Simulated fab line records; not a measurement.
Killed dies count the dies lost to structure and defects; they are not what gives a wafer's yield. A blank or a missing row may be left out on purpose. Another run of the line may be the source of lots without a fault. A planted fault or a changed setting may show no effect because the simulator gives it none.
fab line records	flow n5-finfet
record lots=8	wafers=24	last-day=18
route steps=1938 shown MOL_CONTACT_COAG@630 BEOL_M0_SAQP@632 BEOL_M0_CUTY@710 BEOL_M4@1111 PASSIVATION@1936
lots with no fault: from the same line, run without faults
start-h: hours from the record's first day to the start of the lot's first wafer shown	wait-h: hours from the lot's prior step to this one	" unchanged from the row above	L1.1+2: a single row standing in for several wafers	- no value present, or no start provided	* or withheld: withheld	< > ~ a bound
route shown NAME@n: a module of which the file shows steps, and the number in the route of the first	usual: mean/standard deviation taken from wafers without a fault	same: alike in all rows	chamber/n: place in a boat	sites: the reading at each site	_std_site: their standard deviation	_edge_site: the outer-site mean with the inner-site mean subtracted	radius-mm: for every site, how far away it sits from the centre of the wafer	mask NAME#n: copy n	behind: tool/chamber where the wafer was last shaped	hold: what put the lot on hold/how long, in hours/how the hold closed	device: which transistor (n, p or np) failed to switch	end of line: tests run on the same wafers once the route is complete	a step given without rows: its recipe and nothing more	killed: count of dies lost to structure and defects at first sort (not the wafer's yield)	map: the dies of a wafer, with x for killed, . for not killed, _ for no die there
set.NAME: setting as actually run; set.NAME@STEP: the setting as run at that earlier step	model.NAME: the simulator's own value behind a step, which no gauge read
a sample of lots followed through the steps of the route, with each step as a table and each wafer as a row
services: a tool's chamber out of use, with start hour (start-h, from the record's first day; less than 0 if before it), hours out, and reason
## steps
# step N5_MOL_CONTACT_COAG_INSPECT_97
# recipe inspect-instrument=darkfield	mode=post-anneal
# usual raw-defect-count=46/17
lot.wafer	tool	chamber	start-h	wait-h	raw-defect-count
L642.2	defect-inspect-01	-	107.14	0.1	41
L642.3	"	-	"	"	40
L642.4	"	-	"	"	38
L644.1	defect-inspect-02	-	115.01	0.0	28
L644.2	"	-	"	"	38
L644.4	"	-	"	"	29
L646.3	defect-inspect-02	-	126.88	0.1	43
L646.5	"	-	"	"	42
L646.6	"	-	"	"	44
L652.3	defect-inspect-01	-	169.02	0.1	36
L652.5	"	-	"	"	37
L652.6	"	-	"	"	30
L653.1	defect-inspect-01	-	175.03	0.0	24
L653.3	"	-	"	"	27
L653.5	"	-	"	"	34
L659.2	defect-inspect-01	-	210.24	0.0	32
L659.3	"	-	"	"	33
L659.6	"	-	"	"	48
L663.2	defect-inspect-01	-	233.17	0.1	55
L663.3	"	-	"	"	61
L663.4	"	-	"	"	90
L664.3	defect-inspect-02	-	239.13	0.1	47
L664.5	"	-	"	"	51
L664.6	"	-	"	"	56
# step N5_BEOL_M0_SAQP_PECVD_00
# recipe material=SiCN	target-thk-a=80	temp-c=withheld	precursor=3MS/NH3	pressure-torr=3	rf-w=202	time-s=14
# usual showerhead-plenum-p-Torr=3.667/0.015	showerhead-vpp-V=896/52	throttle-valve-pct=9.1/0.35
lot.wafer	tool	chamber	start-h	wait-h	showerhead-plenum-p-Torr	showerhead-vpp-V	throttle-valve-pct
L642.2	pecvd-02	1	107.45	0.2	3.661	835	8.7
L642.3	"	0	"	"	3.651	956	9.5
L642.4	"	0	"	"	3.658	954	9.5
L644.1	pecvd-01	0	115.35	0.2	3.684	893	8.8
L644.2	"	1	"	"	3.653	980	9.7
L644.4	"	1	"	"	3.651	978	9.5
L646.3	pecvd-02	0	127.18	0.1	3.655	959	9.0
L646.5	"	2	"	"	3.675	835	9.1
L646.6	"	1	"	"	3.668	821	8.5
L652.3	pecvd-01	2	169.32	0.1	3.648	877	9.0
L652.5	"	1	"	"	3.660	974	9.7
L652.6	"	2	"	"	3.653	872	8.7
L653.1	pecvd-02	1	175.36	0.2	3.671	832	8.6
L653.3	"	2	"	"	3.688	829	9.1
L653.5	"	0	"	"	3.658	963	9.6
L659.2	pecvd-01	1	210.55	0.2	3.656	976	9.6
L659.3	"	0	"	"	3.680	893	8.7
L659.6	"	2	"	"	3.653	877	8.7
L663.2	pecvd-01	1	233.48	0.2	3.648	987	9.7
L663.3	"	2	"	"	3.664	877	8.7
L663.4	"	2	"	"	3.654	881	8.6
L664.3	pecvd-01	1	239.42	0.1	3.659	984	9.5
L664.5	"	2	"	"	3.655	892	9.0
L664.6	"	1	"	"	3.660	990	9.4
# step N5_BEOL_M0_SAQP_PECVD_04
# recipe material=a-Si	target-thk-a=600	temp-c=350	precursor=SiH4/He	pressure-torr=3	rf-w=100	time-s=60.2
# usual heater-power-w=616/100	showerhead-plenum-p-Torr=5.68/0.05	showerhead-vpp-V=633/36	throttle-valve-pct=18.3/0.66
lot.wafer	tool	chamber	start-h	wait-h	heater-power-w	showerhead-plenum-p-Torr	showerhead-vpp-V	throttle-valve-pct
L642.2	pecvd-03	1	108.63	0.0	684	5.69	615	18.8
L642.3	"	2	"	"	429	5.60	587	18.3
L642.4	"	1	"	"	685	5.70	607	18.5
L644.1	pecvd-01	1	116.40	0.0	726	5.64	691	19.0
L644.2	"	2	"	"	481	5.65	618	17.6
L644.4	"	0	"	"	539	5.71	629	17.6
L646.3	pecvd-01	0	127.50	0.0	547	5.74	628	17.9
L646.5	"	1	"	"	639	5.64	701	19.1
L646.6	"	2	"	"	509	5.65	628	17.5
L652.3	pecvd-01	0	170.23	0.0	549	5.73	628	17.7
L652.5	"	1	"	"	707	5.64	689	19.2
L652.6	"	0	"	"	551	5.73	631	17.8
L653.1	pecvd-02	1	176.21	0.0	859	5.68	592	17.4
L653.3	"	0	"	"	794	5.67	678	18.9
L653.5	"	2	"	"	659	5.73	585	18.5
L659.2	pecvd-01	2	211.07	0.0	555	5.66	630	17.4
L659.3	"	1	"	"	671	5.64	691	19.1
L659.6	"	2	"	"	567	5.65	630	17.7
L663.2	pecvd-01	0	234.69	0.0	555	5.72	622	18.0
L663.3	"	2	"	"	573	5.65	611	17.5
L663.4	"	1	"	"	722	5.64	672	19.1
L664.3	pecvd-01	0	240.19	0.0	554	5.72	618	18.2
L664.5	"	1	"	"	695	5.63	696	19.3
L664.6	"	2	"	"	537	5.65	636	17.7
# step N5_BEOL_M0_SAQP_INSPECT_16
# recipe mode=adi	inspect-instrument=brightfield
# usual raw-defect-count=478/130
lot.wafer	tool	chamber	start-h	wait-h	raw-defect-count
L642.2	defect-inspect-01	-	109.31	0.0	401
L642.3	"	-	"	"	500
L642.4	"	-	"	"	548
L644.1	defect-inspect-02	-	117.03	0.0	336
L644.2	"	-	"	"	388
L644.4	"	-	"	"	412
L646.3	defect-inspect-02	-	128.00	0.0	694
L646.5	"	-	"	"	590
L646.6	"	-	"	"	445
L652.3	defect-inspect-01	-	170.74	0.0	360
L652.5	"	-	"	"	364
L652.6	"	-	"	"	386
L653.1	defect-inspect-02	-	176.84	0.0	469
L653.3	"	-	"	"	1590
L653.5	"	-	"	"	479
L659.2	defect-inspect-02	-	211.73	0.0	892
L659.3	"	-	"	"	530
L659.6	"	-	"	"	488
L663.2	defect-inspect-01	-	235.32	0.0	626
L663.3	"	-	"	"	462
L663.4	"	-	"	"	553
L664.3	defect-inspect-02	-	240.73	0.0	852
L664.5	"	-	"	"	577
L664.6	"	-	"	"	567
# step N5_BEOL_M0_SAQP_STRIP_86
# recipe chemistry=N2/H2	power-w=500	temp-c=40	pressure-mtorr=50	rf-frequency-hz=6e+07	overash-fraction=0.3	bias-power-w=28	h2-frac=0.5	n2-flow-sccm=300	h2-flow-sccm=300
# usual drypump-motor-current-A=5.8/0.48	n2-flow-sccm=300.0/0.94	oes-product-au=0.78/0.092	rf-vpp-V=121.8/1.4	showerhead-plenum-p-Torr=3.30/0.068	throttle-valve-pct=19.0/0.37
lot.wafer	tool	chamber	start-h	wait-h	drypump-motor-current-A	n2-flow-sccm	oes-product-au	rf-hours-counter-h	rf-vpp-V	showerhead-plenum-p-Torr	throttle-valve-pct
L642.2	rie-diel-01	1	109.72	0.1	5.9	298.9	0.92	40	119.7	3.26	18.4
L642.3	"	2	"	"	6.0	298.5	0.65	238	121.1	3.32	19.8
L642.4	"	1	"	"	5.9	298.4	0.90	-	121.7	3.26	18.4
L644.1	rie-diel-03	2	117.52	0.1	5.6	300.4	0.74	171	121.6	3.35	19.2
L644.2	"	3	"	"	5.0	300.0	0.73	192	120.5	3.20	19.0
L644.4	"	1	"	"	5.7	301.0	0.70	212	119.8	3.33	19.4
L646.3	rie-diel-01	2	128.41	0.1	6.1	301.6	0.65	244	122.6	3.32	19.8
L646.5	"	1	"	"	5.9	299.9	0.89	-	122.4	3.26	18.4
L646.6	"	3	"	"	6.7	299.8	0.75	-	121.2	3.37	19.0
L652.3	rie-diel-06	0	171.17	0.1	6.2	300.6	0.87	46	123.1	3.28	18.7
L652.5	"	1	"	"	5.3	301.2	0.72	-	120.4	3.21	19.4
L652.6	"	2	"	"	5.8	301.0	0.74	-	122.3	3.33	18.7
L653.1	rie-diel-03	3	177.26	0.1	5.0	298.7	0.72	209	118.3	3.19	19.0
L653.3	"	2	"	"	5.6	298.1	0.72	189	123.0	3.34	19.2
L653.5	"	0	"	"	6.0	299.6	0.93	-	123.1	3.43	19.1
L659.2	rie-diel-03	2	212.20	0.1	5.6	300.4	0.70	199	122.8	3.33	19.2
L659.3	"	0	"	"	6.0	302.1	0.90	37	121.2	3.42	19.1
L659.6	"	1	"	"	5.6	300.9	0.67	-	122.9	3.31	19.4
L663.2	rie-diel-01	0	235.73	0.1	6.1	300.7	0.88	34	122.7	3.28	18.5
L663.3	"	3	"	"	6.7	299.5	0.72	172	122.5	3.36	19.0
L663.4	"	2	"	"	6.1	300.5	0.89	26	120.4	3.30	19.5
L664.3	rie-diel-01	3	241.29	0.1	6.7	299.5	0.72	173	123.1	3.35	19.0
L664.5	"	2	"	"	6.0	299.7	0.87	-	119.7	3.30	19.5
L664.6	"	3	"	"	6.7	300.3	0.72	-	123.1	3.35	19.0
# step N5_BEOL_M0_SAQP_INSPECT_42
# recipe mode=adi	inspect-instrument=brightfield
# usual raw-defect-count=299/83
lot.wafer	tool	chamber	start-h	wait-h	raw-defect-count
L642.2	defect-inspect-02	-	113.11	0.0	310
L642.3	"	-	"	"	389
L642.4	"	-	"	"	414
L644.1	defect-inspect-01	-	121.37	0.1	187
L644.2	"	-	"	"	231
L644.4	"	-	"	"	211
L646.3	defect-inspect-02	-	132.61	0.0	452
L646.5	"	-	"	"	356
L646.6	"	-	"	"	257
L652.3	defect-inspect-01	-	174.92	0.0	307
L652.5	"	-	"	"	291
L652.6	"	-	"	"	263
L653.1	defect-inspect-01	-	181.36	0.1	256
L653.3	"	-	"	"	1347
L653.5	"	-	"	"	220
L659.2	defect-inspect-01	-	215.76	0.0	390
L659.3	"	-	"	"	149
L659.6	"	-	"	"	234
L663.2	defect-inspect-01	-	239.29	0.0	413
L663.3	"	-	"	"	280
L663.4	"	-	"	"	415
L664.3	defect-inspect-02	-	246.89	0.0	365
L664.5	"	-	"	"	398
L664.6	"	-	"	"	401
# step N5_BEOL_M0_CUTY_INSPECT_59
# recipe mode=adi	inspect-instrument=macro
# usual raw-defect-count=2.0/1.5
lot.wafer	tool	chamber	start-h	wait-h	raw-defect-count
L642.2	defect-inspect-01	-	114.56	0.0	2
L642.3	"	-	"	"	3
L642.4	"	-	"	"	4
L644.1	defect-inspect-01	-	122.80	0.0	1
L644.2	"	-	"	"	3
L644.4	"	-	"	"	3
L646.3	defect-inspect-01	-	134.15	0.0	0
L646.5	"	-	"	"	1
L646.6	"	-	"	"	0
L652.3	defect-inspect-01	-	176.40	0.0	5
L652.5	"	-	"	"	4
L652.6	"	-	"	"	1
L653.1	defect-inspect-02	-	184.88	0.0	1
L653.3	"	-	"	"	>300
L653.5	"	-	"	"	1
L659.2	defect-inspect-01	-	217.15	0.0	1
L659.3	"	-	"	"	0
L659.6	"	-	"	"	1
L663.2	defect-inspect-02	-	240.76	0.0	1
L663.3	"	-	"	"	0
L663.4	"	-	"	"	2
L664.3	defect-inspect-01	-	248.48	0.0	2
L664.5	"	-	"	"	1
L664.6	"	-	"	"	4
# step N5_BEOL_M4_RC_MEAS_101
# usual DIBL_N=35.8/1.8	DIBL_P=35.9/2.2	IOFF_N=0.16/0.035	IOFF_P=0.21/0.04	ION_N=672/11	ION_P=461/7.4	SS_N=71.4/0.64	SS_P=73.2/0.67	VT_N=250/3.5	VT_P=-251/3.4
lot.wafer	tool	chamber	start-h	wait-h	DIBL_N[mV/V]	DIBL_P[mV/V]	IOFF_N[nA/um]	IOFF_P[nA/um]	ION_N[uA/um]	ION_P[uA/um]	SS_N[mV/dec]	SS_P[mV/dec]	VT_N[mV]	VT_P[mV]
L642.2	prober-02	0	163.66	0.2	35.0	34.4	0.15	0.16	664	450	71.5	73.0	250	-254
L642.3	"	0	"	"	35.8	36.3	0.17	0.19	691	467	72.1	73.8	248	-252
L642.4	"	0	"	"	35.0	35.2	0.15	0.17	671	459	72.0	72.7	248	-252
L644.1	prober-02	0	165.77	0.2	34.2	32.9	0.12	0.17	664	451	71.0	72.0	254	-254
L644.2	"	0	"	"	33.8	34.0	0.12	0.18	671	462	71.3	71.9	257	-255
L644.4	"	0	"	"	34.3	33.8	0.13	0.18	673	452	70.8	73.0	253	-252
L646.3	prober-02	0	188.64	0.3	37.6	39.3	0.21	0.27	679	467	72.1	73.9	247	-246
L646.5	"	0	"	"	34.5	35.6	0.15	0.21	670	459	71.0	72.9	250	-247
L646.6	"	0	"	"	35.5	37.1	0.17	0.24	676	473	71.4	73.0	251	-248
L652.3	prober-01	0	222.42	0.3	38.0	37.8	0.20	0.24	686	463	71.9	74.3	244	-250
L652.5	"	0	"	"	38.2	37.2	0.20	0.23	677	461	72.3	73.8	248	-251
L652.6	"	0	"	"	36.5	35.5	0.17	0.20	687	469	71.7	74.4	249	-252
L653.1	prober-02	0	238.77	0.0	35.6	35.6	0.14	0.18	674	455	71.6	73.2	249	-251
L653.3	"	0	"	"	38.5	39.2	0.19	0.24	682	459	72.2	73.4	249	-249
L653.5	"	0	"	"	37.0	37.5	0.18	0.21	685	465	72.7	73.6	249	-250
L659.2	prober-01	0	273.52	0.2	37.6	37.8	0.17	0.19	671	444	72.1	73.8	251	-257
L659.3	"	0	"	"	36.7	36.8	0.15	0.17	668	446	72.0	73.5	252	-256
L659.6	"	0	"	"	35.9	36.1	0.14	0.17	660	448	71.8	73.5	253	-256
L663.2	prober-01	0	287.94	0.2	37.1	37.8	0.17	0.21	679	458	72.1	74.1	246	-251
L663.3	"	0	"	"	36.5	36.8	0.15	0.20	674	468	71.4	73.9	251	-255
L663.4	"	0	"	"	33.7	32.5	0.11	0.15	660	454	70.9	72.8	255	-255
L664.3	prober-02	0	309.15	0.3	35.9	34.6	0.14	0.20	676	467	70.8	73.0	249	-252
L664.5	"	0	"	"	35.5	34.3	0.14	0.20	683	466	71.0	72.3	249	-251
L664.6	"	0	"	"	35.3	33.3	0.12	0.19	669	464	70.5	72.7	254	-252
# step N5_PASSIVATION_PROBE_49
# usual defect-limited-yield=91.0/1.5	killed_at_M0_to_M3=34/9.1	killed_at_M4_up=14/5.7	killed-at-contacts=13/5.7	killed-at-front-end=42/12	killed-at-other=4/3.4	killed-dies=106/17	killed-open=70/13	killed-short=34/7.5	sort_bin_5_function=5.2/0.94	sort_bin_6_memory=3.4/0.69	sort_bin_8_speed=0.00/0.029	sort-n-pass=1074/17	sort-yield-pct=91.0/1.5
# same gross-dies=1180	killed-at-back-side=0	sort_bin_4_leakage[%]=0
lot.wafer	tool	chamber	start-h	wait-h	defect-limited-yield[%]	killed_at_M0_to_M3	killed_at_M4_up	killed-at-contacts	killed-at-front-end	killed-at-other	killed-dies	killed-open	killed-short	sort_bin_5_function[%]	sort_bin_6_memory[%]	sort_bin_8_speed[%]	sort-n-pass	sort-yield-pct[%]
L653.1	prober-01	-	333.81	0.0	92.4	39	5	13	29	4	90	57	31	5.3	2.1	0	1090	92.4
L653.3	prober-01	-	333.91	0.1	80.7	171	6	12	36	3	228	59	30	12.1	3.6	0	952	80.7
L653.5	prober-01	-	334.01	0.2	90.0	19	4	27	53	15	118	77	39	5.4	4.2	0	1062	90.0
# killed by level:class
L653.1 BEOL_M1:geometric-particle:open=13 MOL_CONTACT_COAG:geometric-particle:open=12 BEOL_M0_SAQP:geometric-particle:open=6 GATE_CUT:geometric-particle:short=5 BEOL_M0_SAQP:geometric-particle:short=5 BEOL_M1:geometric-particle:short=5 FIN_SAQP:geometric-particle:open=4 DUMMY_GATE:geometric-particle:open=4
L653.3 BEOL_M0_SAQP:unspecified=138 BEOL_M0_SAQP:geometric-particle:short=12 MOL_CONTACT_COAG:geometric-particle:open=10 STI_FIN_REVEAL:geometric-particle:open=7 BEOL_M1:geometric-particle:open=6 BEOL_M0_SAQP:geometric-particle:open=6 DUMMY_GATE:geometric-particle:open=4 GATE_CUT:geometric-particle:open=4
L653.5 MOL_CONTACT_COAG:geometric-particle:open=18 STI_FIN_REVEAL:geometric-particle:open=15 FIN_SAQP:geometric-particle:open=11 MOL_CONTACT_COAG:geometric-particle:short=9 BEOL_M0_SAQP:geometric-particle:open=8 MIM_TOP_ETCH:geometric-particle:short=5 FIN_SAQP:geometric-particle:short=4 DUMMY_GATE:geometric-particle:open=4
## services
tool	chamber	start-h	hours	kind
pecvd-01	1	84.98	5.5	scheduled-down
rie-diel-01	0	103.00	-	clean
rie-diel-01	0	103.00	-	consumable-replace:focus-ring
rie-diel-01	0	103.00	27.2	scheduled-down
rie-diel-01	0	103.00	27.2	vent-cycle
rie-diel-03	1	103.40	9.8	repair
pecvd-03	0	104.54	16.5	scheduled-down
rie-diel-01	2	143.72	-	clean
rie-diel-01	2	143.72	-	consumable-replace:focus-ring
rie-diel-01	2	143.72	12.9	scheduled-down
rie-diel-01	2	143.72	12.9	vent-cycle
pecvd-02	2	151.94	5.0	scheduled-down
rie-diel-01	3	161.64	11.6	repair
rie-diel-03	3	167.69	6.6	repair
pecvd-02	-	172.67	1.9	repair
pecvd-02	0	186.88	2.1	scheduled-down
rie-diel-06	-	193.26	2.8	pm
pecvd-02	-	217.46	14.6	pm
rie-diel-06	1	217.57	10.0	repair
rie-diel-03	3	222.21	10.9	repair
rie-diel-03	1	238.81	-	clean
rie-diel-03	1	238.81	-	consumable-replace:focus-ring
rie-diel-03	1	238.81	25.4	scheduled-down
rie-diel-03	1	238.81	25.4	vent-cycle
## key
first-sign step=N5_BEOL_M0_SAQP_INSPECT_16	reading=raw-defect-count	direction=up	sigmas=8.8	usual=478	struck=1590
effect step=N5_BEOL_M0_SAQP_INSPECT_42	reading=raw-defect-count	direction=up	sigmas=13	usual=299	struck=1347
effect step=N5_BEOL_M0_CUTY_INSPECT_59	reading=raw-defect-count	direction=up	sigmas=99+	usual=2.0	struck=>300
effect step=N5_PASSIVATION_PROBE_49	reading=killed_at_M0_to_M3	direction=up	sigmas=15	usual=34	struck=171
more-kills-born-at N5_BEOL_M0_SAQP_PECVD_00@pecvd-02=138
met-at N5_BEOL_M0_SAQP_PECVD_00
struck-lots L653
struck-wafers L653.3
not-acting-at N5_MOL_CONTACT_COAG_INSPECT_97,N5_BEOL_M0_SAQP_PECVD_04,N5_BEOL_M0_SAQP_STRIP_86
onset-between 127.18 175.36
fault kind=chamber-particle-source	tool=pecvd-02	chamber=2	onset-h=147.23	steps=N5_BEOL_M0_SAQP_PECVD_00	rate-per-visit-cm2=1.8528	end-h=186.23
